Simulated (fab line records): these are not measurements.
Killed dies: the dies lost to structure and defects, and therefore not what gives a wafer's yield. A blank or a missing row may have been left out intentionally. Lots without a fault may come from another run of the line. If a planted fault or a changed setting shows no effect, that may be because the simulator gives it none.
A lot that was struck, set against a sound lot / flow n5Finfet / 41 steps out of a route of 1938
Sound: these wafers, L625.1, L625.4, L625.5. Struck: wafer L615.5. (L615.3, L615.4 of the same lot were not struck and are left out.) The cause comes at the end.
Each step with rows lists, per side, the tool, then ch with its chambers, then its first start. Under that, the readings that differ: sound wafers / struck wafers / difference of the means / sigmas: that difference in standard deviations of wafers without a fault.
alike: words and numbers the same on both sides, and readings whose means are apart by under 2 such deviations; not compared: readings that were withheld, readings missing a value for some wafer, numbers with overlapping values and no deviation given by the record, and bounds like >300 which may hide the same value.
Wherever a step has rows on one side only, a row that says differs or no value, or a row with sigmas, the two part there. When numbers do not overlap yet have no deviation, they are printed without sigmas and do not part them. A reading that every wafer of one side lacks parts them only if that side has two wafers or more.

first, 1 step without rows for these wafers: N5_BEOL_M5_SRD_43 (time 30 s).
N5_BEOL_M5_CD_MEAS_35: target cd 28 nm, target cd y 24 nm.
  sound on cdSem-02 at day 13 11:52; struck on cdSem-03 at day 11 11:55
  alike: cdNm
then, 7 steps without rows for these wafers: N5_BEOL_M5_CURE_80 (cures SiCOH lowk, time 120 s); N5_BEOL_M5_DEGAS_44 (time 60 s); N5_BEOL_M5_PRE_CLEAN_45 (time 30 s); N5_BEOL_M5_ALD_86 (deposits TaN, pulse time 2 s, purge time 3 s, co reactant purge time 2 s); N5_BEOL_M5_SURFACE_TREAT_87; N5_BEOL_M5_CVD_47 (deposits Co from CCTBA/H2, target thk 3 nm, time 216 s); N5_BEOL_M5_SPUTTER_48 (material Cu, target thk 15 nm, time 27.62 s).
N5_BEOL_M5_ANNEAL_49: time 1800 s.
  sound on pvdSputter-01 at day 13 13:14; struck on pvdSputter-02 at day 11 13:13
  alike: heaterPowerW
N5_BEOL_M5_SPUTTER_81: material Cu, target thk 15 nm, time 27.62 s.
  sound on pvdSputter-01 at day 13 14:14; struck on pvdSputter-02 at day 11 14:14
  alike: substrateTempC, throttleValvePct
then, 1 step without rows for these wafers: N5_BEOL_M5_ANNEAL_82 (time 1800 s).
N5_BEOL_M5_SPUTTER_83: material Cu, target thk 15 nm, time 27.62 s.
  sound on pvdSputter-01 at day 13 15:20; struck on pvdSputter-02 at day 11 15:19
reading=substrateTempC (C); sound=-19.86 -20.04 -19.76; struck=-20.11; difference=-0.22; sigmas=-2
  alike: throttleValvePct
N5_BEOL_M5_ANNEAL_84: time 1800 s.
  sound on pvdSputter-01 at day 13 15:25; struck on pvdSputter-02 at day 11 15:23
  alike: heaterPowerW
then, 10 steps without rows for these wafers: N5_BEOL_M5_SPUTTER_88 (material Cu, target thk 15 nm, time 27.62 s); N5_BEOL_M5_ANNEAL_89 (time 1800 s); N5_BEOL_M5_SPUTTER_90 (material Cu, target thk 4.5 nm, time 8.29 s); N5_BEOL_M5_ECD_50 (material Cu, target thk 300 nm); N5_BEOL_M5_ANNEAL_51 (time 90 s); N5_BEOL_M5_CMP_52 (polishes, stops on SiCOH lowk, t overpolish 6.9 s, target thk 62 nm); N5_BEOL_M5_PRE_CLEAN_77 (time 15 s); N5_BEOL_M5_CO_CAP_78 (material Co, precursor CCTBA/H2, target thk 2 nm, time 102.1 s); N5_BEOL_M5_PRE_CLEAN_55 (time 15 s); N5_BEOL_M5_DEP_56 (deposits SiCN from 3MS/NH3, target thk 8 nm, time 14 s).
N5_BEOL_M5_RS_MEAS_57: a four-point-probe measurement.
  sound on filmMetro-02 at day 13 18:44; struck on filmMetro-02 at day 11 18:32
  alike: M5_RS
then, 2 steps without rows for these wafers: N5_BEOL_M6_ILD_DEP_00 (deposits SiCOH lowk from DEMS/porogen, target thk 179.75 nm, time 33.4 s); N5_BEOL_M6_CURE_74 (cures SiCOH lowk, time 240 s).
N5_BEOL_M6_THK_MEAS_01:
  sound on filmMetro-01 at day 13 19:23; struck on filmMetro-02 at day 11 19:41
  alike: M6_ILD_THK
N5_BEOL_M6_PECVD_70: deposits SiO2 from TEOS/O2, target thk 20 nm, time 22.7 s.
  sound on pecvd-02 ch 0,2, day 13 19:25; struck on pecvd-01 ch 0, day 11 19:44
  alike: heaterPowerOuterW, heaterPowerW, rfFwdPowerW, showerheadPlenumPTorr, throttleValvePct
  not compared: sinceWetCleanH
N5_BEOL_M6_HM_DEP_02: deposits TiN, target thk 20 nm.
  sound on pvdSputter-01 at day 13 20:42; struck on pvdSputter-01 at day 11 20:47
  alike: substrateTempC, throttleValvePct
then, 8 steps without rows for these wafers: N5_BEOL_M6_COAT_59 (time 60 s, resist thk 100 nm); N5_BEOL_M6_COAT_60 (time 60 s, resist thk 35 nm); N5_BEOL_M6_COAT_05 (resist thk 90 nm); N5_BEOL_M6_EBR_07; N5_BEOL_M6_SOFTBAKE_06 (time 60 s); N5_BEOL_M6_EXPOSE_08 (exposes mask M6); N5_BEOL_M6_PEB_09 (peb time 60 s); N5_BEOL_M6_DEVELOP_10 (develop time 30 s).
N5_BEOL_M6_CD_MEAS_11 targets a cd of 38.5 nm.
  sound on cdSem-02 ch 0, day 13 21:12; struck on cdSem-03 ch 0, day 11 21:10
  alike: cdNm
N5_BEOL_M6_OVL_MEAS_12:
  sound on overlay-02 ch 0, day 13 21:14; struck on overlay-01 ch 0, day 11 21:11
  alike: M6_OVL
-- record jumps: 4 days separate the struck wafers' starts on either side; left off in module BEOL_M6, taken up again in module PASSIVATION, whose first shown step is the route's number 1936 --
N5_PASSIVATION_PROBE_49:
  only the struck wafers here have rows in the record (prober-01, day 15 13:33); the sound ones have none

== WHERE THEY PART ==
Earliest at N5_BEOL_M5_SPUTTER_83; latest, in this record, at N5_PASSIVATION_PROBE_49.

WHY: what the simulator had put in
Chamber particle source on pvdSputter-02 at N5_BEOL_M5_SPUTTER_83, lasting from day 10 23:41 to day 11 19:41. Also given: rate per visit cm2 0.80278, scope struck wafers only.
